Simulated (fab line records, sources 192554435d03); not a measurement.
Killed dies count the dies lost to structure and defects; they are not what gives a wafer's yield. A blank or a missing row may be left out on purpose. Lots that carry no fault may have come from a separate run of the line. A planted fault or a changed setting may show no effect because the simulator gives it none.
fab line records + flow n5_finfet
record:
- lots: 7
- wafers: 21
- last_day: 16
route steps=1938 shown BEOL_M11@1541 PASSIVATION@1936
lots with no fault: from the same line, run without faults
start_h: start of the lot's first displayed wafer, in hours after the record's first day + wait_h: hours from the lot's prior step to this one + " unchanged from the row above + L1.1+2: one row covering several wafers at once + - no value, or no start was given + * or withheld: withheld + < > ~ a bound
route shown NAME@n: NAME is a module with steps in the file, n the number in the route of the first one + usual: mean/standard deviation of fault-free wafers + same: alike in all rows + chamber/n: place in a boat + sites: the reading at each site + _std_site: standard deviation across them + _edge_site: the outer-site mean with the inner-site mean subtracted + radius_mm: how far each site lies from the wafer's centre + mask NAME#n: copy n + behind: the last tool/chamber to shape the wafer + hold: the reason the lot was held/the length of the hold in hours/how it ended + device: the transistor (n, p or np) that didn't switch + end of line: the route-end tests of the same wafers + where a step has no rows: the recipe by itself + killed: count of dies lost to structure and defects at first sort (not the wafer's yield) + map: a wafer's dies, x killed, . not, _ none there
set.NAME: the setting the step ran with; set.NAME@STEP: the setting that earlier step ran with + model.NAME: the simulator's own value behind a step, which no gauge read
certain route steps with their lots: each step a table, each wafer a row
services: a tool's chamber out of use, with start hour (start_h, from the record's first day; less than 0 if before it), hours out, and reason
== steps ==
step: N5_BEOL_M11_COAT_59
recipe:
- resist: SOC
- temp_c: 250
- time_s: 60
- spin_rpm: 1500
- resist_thk_nm: 100
step: N5_BEOL_M11_COAT_60
recipe:
- resist: SiARC
- temp_c: 220
- time_s: 60
- spin_rpm: 1500
- resist_thk_nm: 30
step: N5_BEOL_M11_COAT_05
recipe:
- resist: CAR-ArF
- spin_rpm: 1500
- resist_thk_nm: 90
step: N5_BEOL_M11_EBR_07
recipe:
- solvent: PGMEA
- ebr_width_mm: 1.5
step: N5_BEOL_M11_SOFTBAKE_06
recipe:
- temp_c: 110
- time_s: 60
- resist: CAR-ArF
step: N5_BEOL_M11_EXPOSE_08
recipe:
- mask_id: M11
- na: 1.35
- source_shape: dipole
- sigma_inner: 0.411
- sigma_outer: 0.611
- polarization: te
- dose_mj: 53.75
step: N5_BEOL_M11_PEB_09
recipe:
- peb_temp_c: withheld
- peb_time_s: 60
- resist: CAR-ArF
step: N5_BEOL_M11_DEVELOP_10
recipe:
- develop_time_s: 30
- developer: TMAH
- resist: CAR-ArF
- rinse_liquid: diw
- dry: air_spin
- dev_temp_c: 23
step: N5_BEOL_M11_CD_MEAS_11
recipe:
- target_cd_nm: 64.1
- landing_energy_ev: 500
- detector: se_inlens
- polarity: opening
usual:
- cd_nm: 64.5/0.98
| lot.wafer | tool      | chamber | start_h | wait_h | cd_nm |
|-----------|-----------|---------|---------|--------|-------|
| L214.1    | cd_sem-01 | 0       | 253.90  | -      | 65.5  |
| L214.4    | "         | 0       | "       | "      | 64.9  |
| L214.5    | "         | 0       | "       | "      | 65.4  |
| L217.1    | cd_sem-01 | 0       | 301.27  | -      | 62.9  |
| L217.4    | "         | 0       | "       | "      | 63.3  |
| L217.6    | "         | 0       | "       | "      | 64.1  |
| L219.1    | cd_sem-03 | 0       | 308.04  | -      | 64.7  |
| L219.4    | "         | 0       | "       | "      | 65.0  |
| L219.5    | "         | 0       | "       | "      | 65.0  |
| L220.2    | cd_sem-02 | 0       | 317.62  | -      | 63.2  |
| L220.3    | "         | 0       | "       | "      | 64.0  |
| L220.4    | "         | 0       | "       | "      | 63.2  |
| L222.2    | cd_sem-02 | 0       | 325.96  | -      | 63.0  |
| L222.4    | "         | 0       | "       | "      | 62.1  |
| L222.6    | "         | 0       | "       | "      | 63.6  |
| L223.1    | cd_sem-03 | 0       | 328.29  | -      | 65.1  |
| L223.2    | "         | 0       | "       | "      | 65.3  |
| L223.3    | "         | 0       | "       | "      | 64.1  |
| L225.4    | cd_sem-01 | 0       | 331.40  | -      | 65.1  |
| L225.5    | "         | 0       | "       | "      | 64.7  |
| L225.6    | "         | 0       | "       | "      | 65.1  |
step: N5_BEOL_M11_OVL_MEAS_12
recipe:
- points_per_wafer: 44
usual:
- M11_OVL: 0.4/0.79
| lot.wafer | tool       | chamber | start_h | wait_h | M11_OVL[nm] |
|-----------|------------|---------|---------|--------|-------------|
| L214.1    | overlay-01 | 0       | 253.93  | 0.0    | -0.4        |
| L214.4    | "          | 0       | "       | "      | -0.1        |
| L214.5    | "          | 0       | "       | "      | -1.5        |
| L217.1    | overlay-02 | 0       | 301.30  | 0.0    | 0.8         |
| L217.4    | "          | 0       | "       | "      | 1.6         |
| L217.6    | "          | 0       | "       | "      | -0.1        |
| L219.1    | overlay-02 | 0       | 308.07  | 0.0    | 0.9         |
| L219.4    | "          | 0       | "       | "      | 1.5         |
| L219.5    | "          | 0       | "       | "      | -0.2        |
| L220.2    | overlay-01 | 0       | 317.65  | 0.0    | 0.7         |
| L220.3    | "          | 0       | "       | "      | 0.0         |
| L220.4    | "          | 0       | "       | "      | 0.9         |
| L222.2    | overlay-02 | 0       | 325.99  | 0.0    | 0.3         |
| L222.4    | "          | 0       | "       | "      | 0.4         |
| L222.6    | "          | 0       | "       | "      | -1.3        |
| L223.1    | overlay-01 | 0       | 328.32  | 0.0    | 0.0         |
| L223.2    | "          | 0       | "       | "      | 0.3         |
| L223.3    | "          | 0       | "       | "      | -0.2        |
| L225.4    | overlay-01 | 0       | 331.42  | 0.0    | 0.9         |
| L225.5    | "          | 0       | "       | "      | 1.6         |
| L225.6    | "          | 0       | "       | "      | 0.4         |
step: N5_BEOL_M11_INSPECT_13
recipe:
- mode: adi
- inspect_instrument: brightfield
usual:
- raw_defect_count: 456/120
| lot.wafer | tool              | chamber | start_h | wait_h | raw_defect_count |
|-----------|-------------------|---------|---------|--------|------------------|
| L214.1    | defect_inspect-02 | -       | 253.95  | 0.0    | 479              |
| L214.4    | "                 | -       | "       | "      | 475              |
| L214.5    | "                 | -       | "       | "      | 396              |
| L217.1    | defect_inspect-02 | -       | 301.32  | 0.0    | 522              |
| L217.4    | "                 | -       | "       | "      | 370              |
| L217.6    | "                 | -       | "       | "      | 432              |
| L219.1    | defect_inspect-01 | -       | 308.10  | 0.0    | 483              |
| L219.4    | "                 | -       | "       | "      | 515              |
| L219.5    | "                 | -       | "       | "      | 345              |
| L220.2    | defect_inspect-02 | -       | 317.67  | 0.0    | 355              |
| L220.3    | "                 | -       | "       | "      | 337              |
| L220.4    | "                 | -       | "       | "      | 320              |
| L222.2    | defect_inspect-02 | -       | 326.02  | 0.0    | 314              |
| L222.4    | "                 | -       | "       | "      | 412              |
| L222.6    | "                 | -       | "       | "      | 331              |
| L223.1    | defect_inspect-02 | -       | 328.35  | 0.0    | 351              |
| L223.2    | "                 | -       | "       | "      | 225              |
| L223.3    | "                 | -       | "       | "      | 408              |
| L225.4    | defect_inspect-01 | -       | 331.45  | 0.0    | 688              |
| L225.5    | "                 | -       | "       | "      | 636              |
| L225.6    | "                 | -       | "       | "      | 523              |
step: N5_BEOL_M11_DESCUM_16
recipe:
- chemistry: O2
- time_s: 7.9
- source_power_w: 50
- bias_power_w: 20
- pressure_mtorr: 20
- rf_frequency_hz: 2.712e+07
- temp_c: 40
- resist: CAR-ArF
- o2_flow_sccm: 225
usual:
- bias_power_w: 20.00/0.062
- drypump_motor_current_A: 5.8/0.52
- oes_product_au: 0.81/0.078
- rf_vpp_V: 243.0/1.3
- showerhead_plenum_p_Torr: 2.06/0.058
- throttle_valve_pct: 20.29/0.28
| lot.wafer | tool        | chamber | start_h | wait_h | bias_power_w | drypump_motor_current_A | oes_product_au | rf_hours_counter_h | rf_vpp_V | showerhead_plenum_p_Torr | throttle_valve_pct |
|-----------|-------------|---------|---------|--------|--------------|-------------------------|----------------|--------------------|----------|--------------------------|--------------------|
| L214.1    | rie_diel-03 | 0       | 253.99  | 0.0    | 20.01        | 6.6                     | 0.96           | 6                  | 241.7    | 2.04                     | 20.08              |
| L214.4    | "           | 1       | "       | "      | 19.86        | 4.7                     | 0.87           | 52                 | 242.2    | 2.03                     | 20.45              |
| L214.5    | "           | 1       | "       | "      | 19.94        | 4.7                     | 0.88           | -                  | 242.9    | 2.03                     | 20.44              |
| L217.1    | rie_diel-03 | 3       | 301.36  | 0.0    | 19.99        | 6.4                     | 0.85           | 60                 | 240.7    | 2.01                     | 19.85              |
| L217.4    | "           | 1       | "       | "      | 19.96        | 4.7                     | 0.87           | 64                 | 242.3    | 2.03                     | 20.46              |
| L217.6    | "           | 1       | "       | "      | 19.95        | 4.7                     | 0.86           | -                  | 242.2    | 2.03                     | 20.46              |
| L219.1    | rie_diel-05 | 3       | 308.13  | 0.0    | 20.07        | 5.5                     | 0.88           | 50                 | 243.7    | 2.12                     | 20.34              |
| L219.4    | "           | 2       | "       | "      | 19.89        | 5.7                     | 0.81           | 86                 | 243.8    | 2.10                     | 19.97              |
| L219.5    | "           | 2       | "       | "      | 19.98        | 5.7                     | 0.82           | -                  | 243.3    | 2.10                     | 19.96              |
| L220.2    | rie_diel-05 | 1       | 317.87  | 0.2    | 19.99        | 5.4                     | 0.77           | 94                 | 243.3    | 2.09                     | 20.07              |
| L220.3    | "           | 3       | "       | "      | 20.06        | 5.5                     | 0.89           | 54                 | 244.7    | 2.12                     | 20.35              |
| L220.4    | "           | 0       | "       | "      | 20.15        | 6.4                     | 0.75           | 144                | 240.7    | 2.01                     | 20.59              |
| L222.2    | rie_diel-03 | 0       | 326.05  | 0.0    | 20.00        | 6.6                     | 0.90           | 27                 | 242.6    | 2.03                     | 20.12              |
| L222.4    | "           | 1       | "       | "      | 20.06        | 4.7                     | 0.84           | 72                 | 244.3    | 2.03                     | 20.46              |
| L222.6    | "           | 0       | "       | "      | 19.90        | 6.6                     | 0.91           | -                  | 243.9    | 2.03                     | 20.13              |
| L223.1    | rie_diel-05 | 1       | 328.47  | 0.1    | 20.06        | 5.4                     | 0.76           | 97                 | 243.3    | 2.09                     | 20.07              |
| L223.2    | "           | 2       | "       | "      | 20.05        | 5.8                     | 0.81           | 91                 | 244.5    | 2.09                     | 19.97              |
| L223.3    | "           | 3       | "       | "      | 20.04        | 5.5                     | 0.88           | 56                 | 243.6    | 2.11                     | 20.37              |
| L225.4    | rie_diel-05 | 2       | 331.50  | 0.0    | 20.05        | 5.7                     | 0.81           | -                  | 244.4    | 2.09                     | 19.98              |
| L225.5    | "           | 3       | "       | "      | 19.94        | 5.4                     | 0.88           | -                  | 243.5    | 2.11                     | 20.37              |
| L225.6    | "           | 1       | "       | "      | 20.05        | 5.4                     | 0.77           | -                  | 243.4    | 2.09                     | 20.08              |
step: N5_BEOL_M11_ETCH_61
recipe:
- chemistry: CF4
- target: SiARC
- target_depth_a: 390
- mask_material: CAR-ArF
- time_s: 65
- ion_energy_ev: 80
- pressure_mtorr: 40
- source_w: 545
- bias_w: 36
- Ar_flow_sccm: 100
- cf4_flow_sccm: 100
- ends: cleared
usual:
- drypump_motor_current_A: 5.8/0.52
- etch_rf_on_time_s: 64.3/2.7
- mfc_ar_sccm: 100.0/0.3
- oes_product_au: 0.70/0.07
- rf_vpp_V: 183.8/0.96
- showerhead_plenum_p_Torr: 2.13/0.054
- throttle_valve_pct: 15.53/0.23
| lot.wafer | tool        | chamber | start_h | wait_h | drypump_motor_current_A | etch_rf_on_time_s | mfc_ar_sccm | oes_product_au | rf_hours_counter_h | rf_vpp_V | showerhead_plenum_p_Torr | throttle_valve_pct |
|-----------|-------------|---------|---------|--------|-------------------------|-------------------|-------------|----------------|--------------------|----------|--------------------------|--------------------|
| L214.1    | rie_diel-03 | 0       | 254.02  | 0.0    | 6.6                     | 63.7              | 100.3       | 0.81           | 6                  | 183.4    | 2.14                     | 15.47              |
| L214.4    | "           | 1       | "       | "      | 4.7                     | 62.9              | 100.3       | 0.74           | 52                 | 183.6    | 2.10                     | 15.76              |
| L214.5    | "           | 1       | "       | "      | 4.7                     | 63.3              | 100.0       | 0.75           | -                  | 183.8    | 2.10                     | 15.74              |
| L217.1    | rie_diel-03 | 3       | 301.39  | 0.0    | 6.4                     | 58.8              | 99.4        | 0.76           | 60                 | 183.3    | 2.09                     | 15.21              |
| L217.4    | "           | 1       | "       | "      | 4.7                     | 61.6              | 100.1       | 0.74           | 64                 | 182.3    | 2.10                     | 15.79              |
| L217.6    | "           | 1       | "       | "      | 4.7                     | 62.1              | 100.1       | 0.74           | -                  | 183.2    | 2.10                     | 15.77              |
| L219.1    | rie_diel-05 | 3       | 308.17  | 0.0    | 5.5                     | 60.4              | 100.0       | 0.78           | 50                 | 185.1    | 2.18                     | 15.56              |
| L219.4    | "           | 2       | "       | "      | 5.7                     | 65.9              | 100.4       | 0.70           | 86                 | 184.8    | 2.14                     | 15.14              |
| L219.5    | "           | 2       | "       | "      | 5.7                     | 66.2              | 100.3       | 0.70           | -                  | 184.2    | 2.14                     | 15.15              |
| L220.2    | rie_diel-05 | 1       | 317.91  | 0.0    | 5.4                     | 114.6             | 100.0       | 0.57           | 94                 | 181.9    | 2.16                     | 15.43              |
| L220.3    | "           | 3       | "       | "      | 5.5                     | 100.8             | 99.8        | 0.63           | 54                 | 185.1    | 2.18                     | 15.57              |
| L220.4    | "           | 0       | "       | "      | 6.4                     | 102.8             | 100.0       | 0.52           | 144                | 184.5    | 2.06                     | 15.78              |
| L222.2    | rie_diel-03 | 0       | 326.08  | 0.0    | 6.6                     | 63.8              | 100.1       | 0.77           | 27                 | 183.6    | 2.13                     | 15.52              |
| L222.4    | "           | 1       | "       | "      | 4.7                     | 64.1              | 100.2       | 0.72           | 72                 | 183.3    | 2.10                     | 15.81              |
| L222.6    | "           | 0       | "       | "      | 6.6                     | 63.4              | 99.4        | 0.78           | -                  | 184.0    | 2.13                     | 15.53              |
| L223.1    | rie_diel-05 | 1       | 328.50  | 0.0    | 5.5                     | 113.9             | 100.0       | 0.56           | 97                 | 185.4    | 2.16                     | 15.40              |
| L223.2    | "           | 2       | "       | "      | 5.7                     | 110.0             | 100.1       | 0.59           | 91                 | 184.4    | 2.14                     | 15.14              |
| L223.3    | "           | 3       | "       | "      | 5.5                     | 101.7             | 99.8        | 0.62           | 56                 | 183.6    | 2.18                     | 15.57              |
| L225.4    | rie_diel-05 | 2       | 331.54  | 0.0    | 5.7                     | 111.4             | 100.3       | 0.59           | -                  | 184.6    | 2.14                     | 15.13              |
| L225.5    | "           | 3       | "       | "      | 5.5                     | 101.1             | 99.7        | 0.61           | -                  | 181.9    | 2.18                     | 15.57              |
| L225.6    | "           | 1       | "       | "      | 5.4                     | 114.0             | 99.8        | 0.56           | -                  | 183.8    | 2.16                     | 15.41              |
step: N5_BEOL_M11_ETCH_62
recipe:
- chemistry: N2/H2
- target: SOC
- target_depth_a: 1100
- overetch_a: 220
- mask_material: SiARC
- temp_c: 40
- time_s: 165
- ion_energy_ev: 200
- pressure_mtorr: 30
- source_w: 840
- bias_w: 150
- n2_flow_sccm: 200
- h2_flow_sccm: 200
usual:
- drypump_motor_current_A: 5.8/0.52
- n2_flow_sccm: 199.9/0.58
- oes_product_au: 0.68/0.059
- rf_vpp_V: 523.2/2
- showerhead_plenum_p_Torr: 2.52/0.068
- throttle_valve_pct: 17.76/0.25
| lot.wafer | tool        | chamber | start_h | wait_h | drypump_motor_current_A | n2_flow_sccm | oes_product_au | rf_hours_counter_h | rf_vpp_V | showerhead_plenum_p_Torr | throttle_valve_pct |
|-----------|-------------|---------|---------|--------|-------------------------|--------------|----------------|--------------------|----------|--------------------------|--------------------|
| L214.1    | rie_diel-03 | 0       | 254.07  | 0.0    | 6.6                     | 200.0        | 0.80           | 6                  | 521.7    | 2.48                     | 17.44              |
| L214.4    | "           | 1       | "       | "      | 4.7                     | 199.6        | 0.74           | 52                 | 521.8    | 2.49                     | 18.01              |
| L214.5    | "           | 1       | "       | "      | 4.7                     | 199.2        | 0.73           | -                  | 522.4    | 2.49                     | 18.02              |
| L217.1    | rie_diel-03 | 3       | 301.44  | 0.0    | 6.4                     | 199.6        | 0.71           | 60                 | 522.2    | 2.49                     | 17.66              |
| L217.4    | "           | 1       | "       | "      | 4.7                     | 199.5        | 0.71           | 65                 | 523.5    | 2.49                     | 18.04              |
| L217.6    | "           | 1       | "       | "      | 4.7                     | 199.3        | 0.71           | -                  | 521.7    | 2.49                     | 18.04              |
| L219.1    | rie_diel-05 | 3       | 308.22  | 0.0    | 5.5                     | 199.4        | 0.74           | 50                 | 526.6    | 2.62                     | 17.97              |
| L219.4    | "           | 2       | "       | "      | 5.7                     | 200.4        | 0.70           | 86                 | 523.4    | 2.57                     | 17.53              |
| L219.5    | "           | 2       | "       | "      | 5.7                     | 200.5        | 0.70           | -                  | 523.8    | 2.57                     | 17.51              |
| L220.2    | rie_diel-05 | 1       | 317.96  | 0.0    | 5.5                     | 199.9        | 0.66           | 94                 | 524.3    | 2.55                     | 17.49              |
| L220.3    | "           | 3       | "       | "      | 5.5                     | 199.2        | 0.73           | 54                 | 524.6    | 2.61                     | 17.98              |
| L220.4    | "           | 0       | "       | "      | 6.4                     | 200.5        | 0.63           | 144                | 521.6    | 2.46                     | 18.14              |
| L222.2    | rie_diel-03 | 0       | 326.13  | 0.0    | 6.5                     | 199.5        | 0.76           | 27                 | 522.1    | 2.47                     | 17.47              |
| L222.4    | "           | 1       | "       | "      | 4.7                     | 199.4        | 0.71           | 73                 | 522.6    | 2.48                     | 18.06              |
| L222.6    | "           | 0       | "       | "      | 6.5                     | 200.2        | 0.76           | -                  | 522.2    | 2.47                     | 17.47              |
| L223.1    | rie_diel-05 | 1       | 328.55  | 0.0    | 5.4                     | 200.6        | 0.67           | 97                 | 524.0    | 2.55                     | 17.50              |
| L223.2    | "           | 2       | "       | "      | 5.7                     | 199.1        | 0.69           | 91                 | 523.5    | 2.56                     | 17.53              |
| L223.3    | "           | 3       | "       | "      | 5.5                     | 199.8        | 0.73           | 56                 | 523.6    | 2.61                     | 17.99              |
| L225.4    | rie_diel-05 | 2       | 331.63  | 0.1    | 5.7                     | 200.2        | 0.69           | -                  | 524.9    | 2.56                     | 17.54              |
| L225.5    | "           | 3       | "       | "      | 5.5                     | 198.6        | 0.72           | -                  | 525.7    | 2.61                     | 18.00              |
| L225.6    | "           | 1       | "       | "      | 5.4                     | 199.2        | 0.67           | -                  | 523.5    | 2.55                     | 17.49              |
step: N5_PASSIVATION_PROBE_49
usual:
- defect_limited_yield: 91.3/1.5
- killed_at_M0_to_M3: 35/8.7
- killed_at_M4_up: 14/5.5
- killed_at_contacts: 11/5.6
- killed_at_front_end: 39/13
- killed_at_other: 3.7/2.2
- killed_dies: 103/18
- killed_open: 69/14
- killed_short: 33/7.8
- sort_bin_4_leakage: 0.02/0.15
- sort_bin_5_function: 5.1/0.99
- sort_bin_6_memory: 3.3/0.67
- sort_bin_8_speed: 0.02/0.17
- sort_n_pass: 1077/18
- sort_yield_pct: 91.2/1.5
same:
- gross_dies: 1180
- killed_at_back_side: 0
| lot.wafer | tool      | chamber | start_h | wait_h | defect_limited_yield[%] | killed_at_M0_to_M3 | killed_at_M4_up | killed_at_contacts | killed_at_front_end | killed_at_other | killed_dies | killed_open | killed_short | sort_bin_4_leakage[%] | sort_bin_5_function[%] | sort_bin_6_memory[%] | sort_bin_8_speed[%] | sort_n_pass | sort_yield_pct[%] |
|-----------|-----------|---------|---------|--------|-------------------------|--------------------|-----------------|--------------------|---------------------|-----------------|-------------|-------------|--------------|-----------------------|------------------------|----------------------|---------------------|-------------|-------------------|
| L219.1    | prober-02 | -       | 356.06  | 0.0    | 89.2                    | 39                 | 12              | 14                 | 59                  | 3               | 127         | 95          | 32           | 0.25                  | 6.9                    | 3.4                  | 0                   | 1050        | 89.0              |
| L219.5    | prober-02 | -       | 356.26  | 0.2    | 88.6                    | 29                 | 15              | 20                 | 65                  | 6               | 135         | 88          | 47           | 0                     | 6.9                    | 4.3                  | 0                   | 1045        | 88.6              |
killed by level:class
L219.1 STI_FIN_REVEAL:geometric_particle:open=27 MOL_CONTACT_COAG:geometric_particle:open=13 BEOL_M3:geometric_particle:open=12 BEOL_M0_SAQP:geometric_particle:short=12 BEOL_M4:geometric_particle:open=9 FIN_SAQP:geometric_particle:open=6 BEOL_M1:geometric_particle:open=6 FIN_SAQP:geometric_particle:short=5
L219.5 FIN_SAQP:geometric_particle:open=19 STI_FIN_REVEAL:geometric_particle:open=14 MOL_CONTACT_COAG:geometric_particle:open=14 FIN_SAQP:geometric_particle:short=13 BEOL_M1:geometric_particle:open=8 BEOL_M4:geometric_particle:open=8 MOL_CONTACT_COAG:geometric_particle:short=6 BEOL_M0:geometric_particle:open=5
== services ==
| tool        | chamber | start_h | hours | kind   |
|-------------|---------|---------|-------|--------|
| rie_diel-03 | -       | 271.79  | 0.6   | repair |
| rie_diel-05 | 2       | 312.96  | 1.2   | repair |
| rie_diel-05 | 0       | 325.26  | 13.9  | repair |
== key ==
first_sign:
- step: N5_BEOL_M11_ETCH_61
- reading: etch_rf_on_time_s
- direction: up
- sigmas: 16
- usual: *
- struck: *
effect:
- step: N5_BEOL_M11_ETCH_61
- reading: oes_product_au
- direction: down
- sigmas: 1.6
- usual: 0.70
- struck: 0.58
- wafers_moved: 3
met_at N5_BEOL_M11_ETCH_61
struck_wafers L220.2,L220.3,L220.4,L223.1,L223.2,L223.3,L225.4,L225.5,L225.6
onset_between 308.17 317.91
fault:
- kind: process_parameter_drift
- tool: rie_diel-05
- chamber: -
- onset_h: 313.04
- steps: N5_BEOL_M11_ETCH_61
- channel: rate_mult
- offset: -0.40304
- shape: step
- end_h: 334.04
